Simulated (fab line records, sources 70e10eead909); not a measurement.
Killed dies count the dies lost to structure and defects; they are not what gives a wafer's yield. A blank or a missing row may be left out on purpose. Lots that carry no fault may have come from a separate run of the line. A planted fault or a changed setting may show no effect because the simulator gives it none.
fab line records    flow nand-harc
[record] lots = 7  wafers = 18  last-day = 25
route steps=1159 shown A_CONTACT@960 A_BLC@964 END@1159
lots with no fault: from the same line, run without faults
start-h: hours from the record's opening day to when the first of the lot's shown wafers began    wait-h: hours elapsed since this lot's preceding step    " repeats the value in the row above    L1.1+2: a row that stands for several wafers    - no value, or no start was given    * or withheld: withheld    < > ~ a bound
route shown NAME@n: a module of which the file shows steps, and the number in the route of the first    usual: the fault-free wafers' mean and standard deviation    same: alike in all rows    chamber/n: place in a boat    sites: per-site readings    _std_site: standard deviation across them    _edge_site: mean of outer sites minus mean of inner sites    radius-mm: how far each site lies from the wafer's centre    mask NAME#n: copy n    behind: the most recent tool/chamber to have shaped the wafer    hold: the reason the lot was held/the length of the hold in hours/how it ended    device: the transistor (n, p or np) that didn't switch    end of line: tests run on the same wafers once the route is complete    for a step that has no rows: nothing shown but its recipe    killed: at the first sort, the dies lost to defects and structure; wafer yield is something else    map: the dies of a wafer, with x for killed, . for not killed, _ for no die there
set.NAME: setting as actually run; set.NAME@STEP: the setting as run at that earlier step    model.NAME: the simulator's own value behind a step, which no gauge read
a table for each step, a row for each wafer; lots at some steps of the route
services: when a tool's chamber went out of use (start-h, in hours from the record's first day, below 0 if earlier), for how many hours, and the reason
[[steps]]
[step NHARC_A_CONTACT_CMP_20]
[recipe] t-overpolish-s = 30  target-thk-nm = 300
[usual] motor-current-A = 12.3/1.2  overpolish-run-s = 30.000/0.009  time-to-endpoint-s = 60/3.5
[same] t-overpolish-s = 30
lot.wafer  tool    chamber  start-h  wait-h  motor-current-A  overpolish-run-s  time-to-endpoint-s
L608.3     cmp-02  3        409.40   0.6     14.0             30.015            60
L608.4     "       0        "        "       11.5             30.002            63
L608.5     "       3        "        "       13.4             30.011            61
L615.2     cmp-01  2        454.11   0.8     11.7             29.995            60
L615.4     "       3        "        "       13.9             30.001            64
L614.3     cmp-03  3        458.80   0.5     11.1             30.000            61
L614.2     "       0        "        "       11.8             30.017            57
L612.2     cmp-02  3        459.56   0.8     13.7             30.008            59
L612.4     "       1        "        "       12.2             30.010            59
L620.2     cmp-03  3        506.86   0.8     11.6             30.000            63
L620.6     "       2        "        "       12.2             29.998            65
L620.5     "       3        "        "       11.4             30.000            63
L624.3     cmp-01  1        526.03   0.6     11.2             29.991            66
L624.5     "       2        "        "       12.8             30.002            57
L624.6     "       3        "        "       13.0             30.001            63
L626.3     cmp-03  2        534.69   0.4     13.2             30.005            67
L626.5     "       1        "        "       12.9             30.000            58
L626.6     "       2        "        "       12.5             29.999            67
[step NHARC_A_CONTACT_SRD_22]
[step NHARC_A_CONTACT_INSPECT_23]
[usual] raw-defect-count = 455/140
lot.wafer  tool               chamber  start-h  wait-h  raw-defect-count
L608.3     defect-inspect-02  -        409.77   0.1     446
L608.4     "                  -        "        "       701
L608.5     "                  -        "        "       301
L615.2     defect-inspect-02  -        454.50   0.1     445
L615.4     "                  -        "        "       339
L614.2     defect-inspect-01  -        459.21   0.1     603
L614.3     "                  -        "        "       385
L612.2     defect-inspect-02  -        459.96   0.1     687
L612.4     "                  -        "        "       482
L620.2     defect-inspect-02  -        507.24   0.1     413
L620.5     "                  -        "        "       555
L620.6     "                  -        "        "       539
L624.3     defect-inspect-02  -        526.36   0.1     557
L624.5     "                  -        "        "       719
L624.6     "                  -        "        "       603
L626.3     defect-inspect-02  -        535.08   0.1     375
L626.5     "                  -        "        "       341
L626.6     "                  -        "        "       410
[step NHARC_A_BLC_DEHYDRATE_00]
[recipe] temp-c = 150  time-s = 120
[step NHARC_A_BLC_HMDS_01]
[recipe] time-s = 30
[step NHARC_A_BLC_COAT_02]
[recipe] temp-c = 260  time-s = 75
[step NHARC_A_BLC_COAT_03]
[recipe] temp-c = 225  time-s = 65
[step NHARC_A_BLC_COAT_04]
[recipe] spin-rpm = 1500  resist-thk-nm = 90
[step NHARC_A_BLC_SOFTBAKE_05]
[recipe] temp-c = 105  time-s = 55
[step NHARC_A_BLC_EBR_06]
[step NHARC_A_BLC_EXPOSE_07]
[recipe] na = 1.35  target-cd-nm = 100  dose-mj = 67.97  mask-id = A_BLC
[step NHARC_A_BLC_PEB_08]
[recipe] peb-temp-c = 100  peb-time-s = 65
lot.wafer   tool            chamber  start-h  wait-h
L608.3+4+5  litho-track-04  0        410.21   0.1
L615.2+4    litho-track-04  0        454.93   0.1
L614.2+3    litho-track-04  0        459.51   0.1
L612.2+4    litho-track-04  0        460.39   0.1
L620.2+5+6  litho-track-06  0        507.66   0.1
L624.3+5+6  litho-track-06  0        526.79   0.0
L626.3+5+6  litho-track-06  0        535.38   0.0
[step NHARC_A_BLC_DEVELOP_09]
[recipe] develop-time-s = 35  dev-temp-c = 23
[step NHARC_A_BLC_CD_MEAS_10]
[recipe] target-cd-nm = 100  landing-energy-ev = 500
[usual] cd-nm = 100.4/0.59
lot.wafer  tool       chamber  start-h  wait-h  cd-nm
L608.3     cd-sem-02  0        410.29   -       101.4
L608.4     "          0        "        "       100.3
L608.5     "          0        "        "       100.5
L615.2     cd-sem-02  0        455.02   -       111.7
L615.4     "          0        "        "       110.8
L614.2     cd-sem-03  0        459.59   -       110.9
L614.3     "          0        "        "       100.8
L612.2     cd-sem-03  0        460.47   -       110.5
L612.4     "          0        "        "       111.5
L620.2     cd-sem-03  0        507.75   -       99.9
L620.5     "          0        "        "       99.0
L620.6     "          0        "        "       99.4
L624.3     cd-sem-03  0        526.87   -       100.9
L624.5     "          0        "        "       100.7
L624.6     "          0        "        "       101.5
L626.3     cd-sem-03  0        535.46   -       100.0
L626.5     "          0        "        "       100.5
L626.6     "          0        "        "       100.4
[step NHARC_A_BLC_OVL_MEAS_11]
[usual] overlay-x-nm = 0.1/0.82  overlay-y-nm = -0.1/0.64
lot.wafer  tool        chamber  start-h  wait-h  overlay-x-nm  overlay-y-nm
L608.3     overlay-02  -        410.38   -       0.4           -0.5
L608.4     "           -        "        "       0.7           0.0
L608.5     "           -        "        "       1.0           -0.2
L615.2     overlay-01  -        455.10   -       -0.1          -0.4
L615.4     "           -        "        "       0.1           0.0
L614.2     overlay-01  -        459.68   -       -0.6          0.2
L614.3     "           -        "        "       0.2           0.2
L612.2     overlay-02  -        460.55   -       -0.2          -1.3
L612.4     "           -        "        "       -0.9          -1.3
L620.2     overlay-02  -        507.83   -       -0.4          0.1
L620.5     "           -        "        "       -0.8          0.4
L620.6     "           -        "        "       -0.9          0.3
L624.3     overlay-01  -        526.95   -       1.3           0.1
L624.5     "           -        "        "       0.6           -0.4
L624.6     "           -        "        "       1.0           -0.4
L626.3     overlay-01  -        535.55   -       1.4           -1.1
L626.5     "           -        "        "       1.5           -1.3
L626.6     "           -        "        "       1.2           -1.6
[step NHARC_A_BLC_INSPECT_12]
[usual] raw-defect-count = 32/14
lot.wafer  tool               chamber  start-h  wait-h  raw-defect-count
L608.3     defect-inspect-01  -        410.41   0.0     17
L608.4     "                  -        "        "       24
L608.5     "                  -        "        "       25
L615.2     defect-inspect-02  -        455.14   0.0     41
L615.4     "                  -        "        "       40
L614.2     defect-inspect-02  -        459.71   0.0     53
L614.3     "                  -        "        "       50
L612.2     defect-inspect-02  -        460.59   0.0     10
L612.4     "                  -        "        "       13
L620.2     defect-inspect-02  -        507.87   0.0     15
L620.5     "                  -        "        "       17
L620.6     "                  -        "        "       23
L624.3     defect-inspect-02  -        526.99   0.0     54
L624.5     "                  -        "        "       47
L624.6     "                  -        "        "       42
L626.3     defect-inspect-02  -        535.58   0.0     50
L626.5     "                  -        "        "       43
L626.6     "                  -        "        "       54
[step NHARC_A_BLC_DESCUM_15]
[recipe] time-s = 3  o2-flow-sccm = 200  ar-flow-sccm = 0  bias-power-w = 0  chemistry = O2
[usual] drypump-motor-current-A = 5.7/0.44  oes-product-au = 0.996/0.01  rf-vpp-V = 57.8/0.87  showerhead-plenum-p-Torr = 1.92/0.08  throttle-valve-pct = 11.311/0.0094
[same] time-s = 3
lot.wafer  tool         chamber  start-h  wait-h  drypump-motor-current-A  oes-product-au  rf-hours-counter-h  rf-vpp-V  showerhead-plenum-p-Torr  throttle-valve-pct  model.A_BLC.cd-nm
L608.3     rie-diel-09  3        410.47   0.1     5.8                      0.980           20                  58.5      2.00                      11.314              100.1
L608.4     "            3        "        "       5.8                      0.988           -                   57.3      2.00                      11.308              99.54
L608.5     "            0        "        "       6.0                      1.007           -                   57.3      1.92                      11.315              99.84
L615.2     rie-diel-02  0        455.23   0.1     5.6                      1.003           11                  57.8      1.98                      11.309              112.1
L615.4     "            1        "        "       5.0                      0.998           11                  57.9      1.89                      11.318              111.1
L614.3     rie-diel-02  1        459.78   0.1     5.0                      0.983           12                  57.7      1.89                      11.322              100.2
L614.2     "            0        "        "       5.6                      0.989           11                  58.3      1.98                      11.303              110.7
L612.4     rie-diel-08  0        460.67   0.1     5.8                      1.008           64                  56.9      1.78                      11.309              111.7
L612.2     "            3        "        "       5.5                      0.999           66                  57.0      1.78                      11.310              110
L620.2     rie-diel-08  0        507.96   0.1     5.7                      1.013           8                   58.8      2.07                      11.297              100.2
L620.5     "            3        "        "       5.5                      1.002           -                   59.3      2.07                      11.309              98.29
L620.6     "            0        "        "       5.8                      1.015           -                   57.4      2.07                      11.308              99.44
L624.3     rie-diel-02  3        527.05   0.1     5.5                      0.991           1                   57.5      1.77                      11.320              100.4
L624.6     "            1        "        "       5.0                      0.999           -                   56.6      1.89                      11.332              100.7
L624.5     "            2        "        "       5.2                      1.014           -                   56.5      1.88                      11.296              101.5
L626.3     rie-diel-02  2        535.65   0.1     5.2                      1.017           3                   57.9      1.88                      11.320              100.7
L626.5     "            1        "        "       5.0                      0.999           -                   59.0      1.89                      11.304              99.71
L626.6     "            2        "        "       5.3                      1.018           -                   58.5      1.88                      11.316              101.1
[step NHARC_A_BLC_ETCH_16]
[recipe] target-depth-a = 390  over-etch-frac = 0.3  time-s = 65  ion-energy-ev = 80  cf4-flow-sccm = 150  ar-flow-sccm = 0  rf-w = 300  bias-w = 100  chemistry = CF4
[usual] cf4-flow-sccm = 150.0/0.42  drypump-motor-current-A = 5.7/0.44  oes-product-au = 0.997/0.01  rf-fwd-power-W = 296.9/1.3  rf-vpp-V = 151.4/1  showerhead-plenum-p-Torr = 1.77/0.067  throttle-valve-pct = 13.286/0.0093
[same] time-s = 65
lot.wafer  tool         chamber  start-h  wait-h  cf4-flow-sccm  drypump-motor-current-A  oes-product-au  rf-fwd-power-W  rf-hours-counter-h  rf-vpp-V  showerhead-plenum-p-Torr  throttle-valve-pct
L608.3     rie-diel-09  1        410.58   0.1     149.6          6.6                      1.012           297.4           20                  151.3     1.80                      13.294
L608.5     "            3        "        "       150.6          5.9                      0.986           295.3           -                   151.4     1.85                      13.299
L608.4     "            0        "        "       149.7          6.0                      1.005           297.9           -                   150.9     1.78                      13.274
L615.4     rie-diel-02  2        455.33   0.1     149.9          5.3                      1.008           297.2           11                  150.6     1.74                      13.291
L615.2     "            3        "        "       150.1          5.6                      0.996           297.3           10                  151.2     1.65                      13.309
L614.3     rie-diel-02  3        459.87   0.1     149.7          5.5                      0.997           295.9           10                  149.6     1.65                      13.290
L614.2     "            0        "        "       149.6          5.6                      0.992           297.4           11                  151.4     1.83                      13.290
L612.2     rie-diel-08  1        460.75   0.1     150.4          5.5                      0.985           298.3           56                  152.1     1.73                      13.276
L612.4     "            0        "        "       149.8          5.8                      1.015           296.5           64                  149.0     1.65                      13.295
L620.2     rie-diel-08  0        508.06   0.1     150.7          5.7                      1.003           296.8           8                   153.4     1.91                      13.282
L620.5     "            3        "        "       150.0          5.5                      0.996           294.6           -                   152.7     1.91                      13.278
L620.6     "            0        "        "       149.8          5.7                      1.002           297.1           -                   152.4     1.91                      13.269
L624.3     rie-diel-02  2        527.17   0.1     149.4          5.3                      1.018           295.3           2                   150.4     1.74                      13.286
L624.5     "            3        "        "       150.0          5.6                      0.998           296.0           -                   150.8     1.65                      13.297
L624.6     "            2        "        "       149.3          5.3                      1.012           295.5           -                   150.5     1.74                      13.277
L626.3     rie-diel-02  1        535.73   0.1     150.6          5.0                      0.998           298.2           3                   150.8     1.75                      13.285
L626.6     "            0        "        "       150.4          5.6                      0.995           298.6           -                   152.8     1.83                      13.290
L626.5     "            1        "        "       150.7          4.9                      1.015           297.0           -                   151.2     1.75                      13.291
[step NHARC_A_BLC_ETCH_17]
[recipe] target-depth-a = 3900  over-etch-frac = 0.25  time-s = 609.38  ion-energy-ev = 200  n2-flow-sccm = 150  h2-flow-sccm = 150  ar-flow-sccm = 0  rf-w = 400  bias-w = 150  chemistry = N2/H2
[usual] drypump-motor-current-A = 5.7/0.45  oes-product-au = 0.996/0.0096  rf-fwd-power-W = 399.3/1.1  rf-vpp-V = 430.4/2.5  showerhead-plenum-p-Torr = 2.04/0.086  throttle-valve-pct = 14.172/0.0092
[same] time-s = 609.38
lot.wafer  tool         chamber  start-h  wait-h  drypump-motor-current-A  oes-product-au  rf-fwd-power-W  rf-hours-counter-h  rf-vpp-V  showerhead-plenum-p-Torr  throttle-valve-pct
L608.3     rie-diel-09  1        -        -       6.5                      1.012           399.2           20                  431.7     2.08                      14.171
L608.5     "            0        "        "       6.0                      1.000           399.5           -                   429.8     2.05                      14.171
L608.4     "            3        "        "       5.9                      0.995           397.5           -                   432.7     2.14                      14.181
L615.2     rie-diel-02  2        -        -       5.2                      0.990           399.8           11                  429.9     2.01                      14.190
L615.4     "            0        "        "       5.6                      0.986           398.0           11                  432.0     2.11                      14.193
L614.2     rie-diel-02  1        -        -       4.9                      0.973           398.3           12                  428.3     2.02                      14.180
L614.3     "            0        "        "       5.6                      0.981           397.6           11                  433.5     2.11                      14.182
L612.2     rie-diel-08  3        -        -       5.5                      1.006           399.9           66                  426.3     1.89                      14.184
L612.4     "            0        "        "       5.8                      1.003           400.2           64                  425.3     1.89                      14.172
L620.2     rie-diel-08  2        -        -       6.0                      0.989           399.2           8                   427.6     1.92                      14.184
L620.6     "            2        "        "       6.0                      0.983           399.2           -                   426.4     1.92                      14.170
L620.5     "            3        "        "       5.5                      0.984           397.9           -                   435.1     2.22                      14.186
L624.3     rie-diel-02  3        -        -       5.5                      1.004           399.5           2                   424.7     1.88                      14.170
L624.5     "            3        "        "       5.6                      1.006           398.1           -                   426.0     1.88                      14.168
L624.6     "            2        "        "       5.3                      1.025           400.4           -                   429.7     2.00                      14.175
L626.3     rie-diel-02  3        -        -       5.5                      1.000           398.4           2                   426.7     1.88                      14.182
L626.6     "            2        "        "       5.3                      1.012           398.4           -                   428.4     2.00                      14.185
L626.5     "            3        "        "       5.6                      0.998           399.6           -                   425.7     1.88                      14.179
[step NHARC_A_BLC_ETCH_18]
[recipe] target-depth-a = 9100  c4f8-flow-sccm = 20  o2-flow-sccm = 10  ar-flow-sccm = withheld  rf-w = 600  bias-w = 1500  chemistry = C4F8/O2/Ar
[usual] oes-product-au = 0.946/0.022  rf-fwd-power-W = 599.1/1.8  rf-vpp-V = 978/5.4
lot.wafer  tool         chamber  start-h  wait-h  oes-product-au  rf-fwd-power-W  rf-hours-counter-h  rf-vpp-V  model.A_BLC.cd-nm
L608.3     rie-diel-09  3        -        -       0.910           599.5           20                  985       102.5
L608.5     "            3        "        "       0.907           601.6           -                   984       101.7
L608.4     "            0        "        "       0.924           600.1           -                   978       102.2
L615.2     rie-diel-02  2        -        -       0.958           598.5           11                  976       115.1
L615.4     "            3        "        "       0.935           601.2           10                  970       114.8
L614.3     rie-diel-02  1        -        -       0.905           597.6           12                  977       99.36
L614.2     "            0        "        "       0.922           601.0           11                  982       112.1
L612.2     rie-diel-08  1        -        -       0.912           598.9           56                  975       107.3
L612.4     "            0        "        "       0.930           599.0           64                  969       114.5
L620.2     rie-diel-08  2        -        -       0.958           598.4           8                   971       99.79
L620.6     "            2        "        "       0.947           600.3           -                   970       99.06
L620.5     "            3        "        "       0.930           600.0           -                   989       96.4
L624.3     rie-diel-02  3        -        -       0.977           600.3           2                   968       101
L624.6     "            1        "        "       0.963           599.5           -                   977       101.3
L624.5     "            2        "        "       0.979           598.8           -                   977       98.07
L626.3     rie-diel-02  3        -        -       0.981           601.1           3                   968       100.4
L626.6     "            2        "        "       0.970           598.8           -                   977       100.7
L626.5     "            3        "        "       0.981           600.6           -                   967       100.2
[step NHARC_A_BLC_CD_MEAS_19]
[usual] cd-nm = 100.6/1.8
lot.wafer  tool       chamber  start-h  wait-h  cd-nm
L608.3     cd-sem-01  -        411.63   -       102.3
L608.4     "          -        "        "       102.2
L608.5     "          -        "        "       101.4
L615.2     cd-sem-03  -        456.28   -       115.1
L615.4     "          -        "        "       114.6
L614.2     cd-sem-03  -        460.79   -       112.4
L614.3     "          -        "        "       99.3
L612.2     cd-sem-03  -        461.69   -       107.3
L612.4     "          -        "        "       114.2
L620.2     cd-sem-01  -        508.99   -       100.0
L620.5     "          -        "        "       96.3
L620.6     "          -        "        "       99.1
L624.3     cd-sem-03  -        528.22   -       101.3
L624.5     "          -        "        "       98.1
L624.6     "          -        "        "       101.3
L626.3     cd-sem-03  -        536.62   -       100.5
L626.5     "          -        "        "       100.3
L626.6     "          -        "        "       100.7
[step NHARC_END_SORT_01]
[recipe] temp-c = 25
[usual] killed-at-array = 29/10  killed-at-other = 0.7/1.1  killed-at-periphery = 3.2/2.2  killed-dies = 33/11  killed-open = 3.5/1.8  killed-short = 2.0/1.4
[same] gross-dies = 677
lot.wafer  tool       chamber  start-h  wait-h  killed-at-array  killed-at-other  killed-at-periphery  killed-dies  killed-open  killed-short
L615.2     prober-02  0        506.87   2.8     49               0                2                    51           2            2
L615.4     prober-02  0        508.48   3.4     48               0                3                    51           3            4
L612.2     prober-01  0        514.48   2.8     13               1                3                    17           2            2
L612.4     prober-01  0        516.11   3.4     28               1                5                    34           7            1
L614.2     prober-02  0        514.73   2.8     51               0                9                    60           4            5
L614.3     prober-02  0        515.52   3.1     41               1                5                    47           1            1
// killed by level:class
L615.2 A_CHANNEL_HOLE_D1:chamber-film-flake=15 A_SLIT:chamber-film-flake=15 A_BLC:area-peb=9 A_STAIRCASE:chamber-film-flake=5 P_M0:geometric-particle:short=1 A_ONON_D1:geometric-particle:short=1 A_ONON_D1:geometric-particle:open=1 A_CONTACT:geometric-particle:open=1
L615.4 A_CHANNEL_HOLE_D1:chamber-film-flake=16 A_SLIT:chamber-film-flake=9 A_BLC:area-peb=9 A_STAIRCASE:chamber-film-flake=7 A_ONON_D1:geometric-particle:short=2 A_CHANNEL_FILL_D1:geometric-particle:short=2 P_M0:geometric-particle:open=1 A_M0:geometric-particle:open=1
L612.2 A_CHANNEL_HOLE_D1:chamber-film-flake=5 P_M0:chamber-film-flake=2 A_CONTACT:chamber-film-flake=2 A_WL_FILL:geometric-particle:short=1 A_CONTACT:geometric-particle:open=1 A_CONTACT:geometric-particle:short=1 A_M0:geometric-particle:open=1 P_GATE:chamber-film-flake=1
L614.2 A_CHANNEL_HOLE_D1:chamber-film-flake=17 A_BLC:area-peb=10 A_SLIT:chamber-film-flake=8 A_STAIRCASE:chamber-film-flake=5 A_CONTACT:chamber-film-flake=5 P_M2:chamber-film-flake=4 A_CONTACT:geometric-particle:short=2 P_GATE:chamber-film-flake=2
L614.3 A_CHANNEL_HOLE_D1:chamber-film-flake=18 A_SLIT:chamber-film-flake=14 A_STAIRCASE:chamber-film-flake=6 P_M2:chamber-film-flake=3 P_GATE:chamber-film-flake=2 A_ONON_D1:geometric-particle:short=1 A_SLIT:geometric-particle:open=1 A_CONTACT:chamber-film-flake=1
L612.4 A_BLC:area-peb=15 A_STAIRCASE:chamber-film-flake=3 A_CONTACT:geometric-particle:open=2 A_M0:geometric-particle:open=2 P_GATE:chamber-film-flake=2 A_CONTACT:chamber-film-flake=2 P_CONTACT:geometric-particle:open=1 P_M1:geometric-particle:open=1
[[services]]
tool            chamber  start-h  hours  kind
cmp-01          -        390.25   0.4    repair
rie-diel-09     2        398.02   100.3  repair
cmp-03          -        414.55   3.9    repair
cmp-02          -        415.29   1.5    repair
cmp-01          -        415.29   2.8    repair
cmp-02          -        422.56   4.0    pm
cmp-01          -        425.33   1.7    repair
cmp-03          -        429.16   0.6    repair
rie-diel-09     -        431.10   9.0    pm
cmp-03          -        450.00   4.0    pm
litho-track-06  -        467.00   7.0    pm
cmp-03          -        468.35   0.7    repair
rie-diel-09     -        469.69   0.6    repair
cmp-01          -        473.50   4.0    pm
rie-diel-08     -        479.90   9.0    pm
litho-track-04  -        491.00   7.0    pm
cmp-01          -        492.15   7.7    repair
rie-diel-02     -        504.76   9.0    pm
rie-diel-09     1        512.44   7.1    repair
cmp-03          -        514.12   0.9    repair
rie-diel-09     0        520.62   11.6   repair
rie-diel-02     0        522.32   9.9    repair
cmp-03          -        523.79   0.6    repair
cmp-03          -        529.96   3.3    repair
[[key]]
[first-sign] step = NHARC_A_BLC_CD_MEAS_10  reading = cd-nm  direction = up  sigmas = 18  usual = 100.4  struck = 111.1
[effect] step = NHARC_A_BLC_CD_MEAS_19  reading = cd-nm  direction = up  sigmas = 6.8  usual = 100.6  struck = 112.7
[model-effect] step = NHARC_A_BLC_DESCUM_15  value = A_BLC.cd-nm  without = 100.3  struck = 111.1
[model-effect] step = NHARC_A_BLC_ETCH_18  value = A_BLC.cd-nm  without = 102  struck = 112.7
met-at NHARC_A_BLC_PEB_08
struck-wafers L612.2,L612.4,L614.2,L615.2,L615.4
tester-left-out L612,L614,L615
onset-between 410.21 454.93
[fault] kind = process-parameter-drift  tool = litho-track-04  chamber = -  onset-h = 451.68  steps = NHARC_A_BLC_PEB_08  channel = peb-time-s  offset = *  shape = step  end-h = 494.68  scope = struck-wafers-only  acts-in = *  stated = *
// tester-left-out: of these lots the tester's yield and bins aren't shown, on N5 and GAA mostly nor the transistor test; their killed dies are dies lost to structure and defects alone, not to doping, threshold or leakage, so they don't give the yield
